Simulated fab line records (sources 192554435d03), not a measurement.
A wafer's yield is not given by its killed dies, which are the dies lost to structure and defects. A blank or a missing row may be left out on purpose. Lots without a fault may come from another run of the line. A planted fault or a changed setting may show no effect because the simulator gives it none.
Chamber matching -- flow n5Finfet -- pecvd-01 running N5_BEOL_M9_ILD_DEP_00: 3 sister chambers
The step deposits SiCOH lowk from DEMS/porogen, target thk 308.51 nm, time 58 s. 6 wafers are shown with their chamber, then 8 later ones without.

## WAFERS PAIRED WITH THEIR CHAMBERS
wafer,chamber,throttleValvePct (%),showerheadPlenumPTorr (Torr)
L080.4,1,14.5,5.729
L090.4,0,13.9,5.717
L091.2,1,14.6,5.742
L091.5,2,13.5,5.760
L091.6,0,13.8,5.728
L093.1,2,13.4,5.755

## WAFERS WITHOUT THEIR CHAMBER
wafer,throttleValvePct (%),showerheadPlenumPTorr (Torr)
L093.2,14.4,5.737
L093.6,13.6,5.766
L092.4,13.9,5.736
L092.5,13.4,5.741
L092.6,14.4,5.734
L097.2,13.8,5.744
L097.3,13.9,5.734
L097.5,13.9,5.723

## EACH ONE'S CHAMBER
wafer,from the rows above,in truth
L093.2,1,1
L093.6,2,2
L092.4,0,0
L092.5,2,2
L092.6,1,1
L097.2,0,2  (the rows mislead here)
L097.3,0,0
L097.5,0,0
Correctly placed: 7 of 8. From these rows, 0 cannot be placed. Placed wrongly: 1.
How it was worked out, from the rows above alone: a wafer's distance from a chamber is the root of the sum, over the readings, of the square of ((its reading less the chamber's mean) divided by the reading's scatter). The wafer belongs to the nearest chamber; if the next one is less than 2 further off, it can't be placed. The mean given for a chamber averages the wafers shown for that chamber. How the scatter is found: for the shown wafers, subtract from each reading the mean of its chamber, square and add these, divide the total by (wafers less chambers), then take the root.
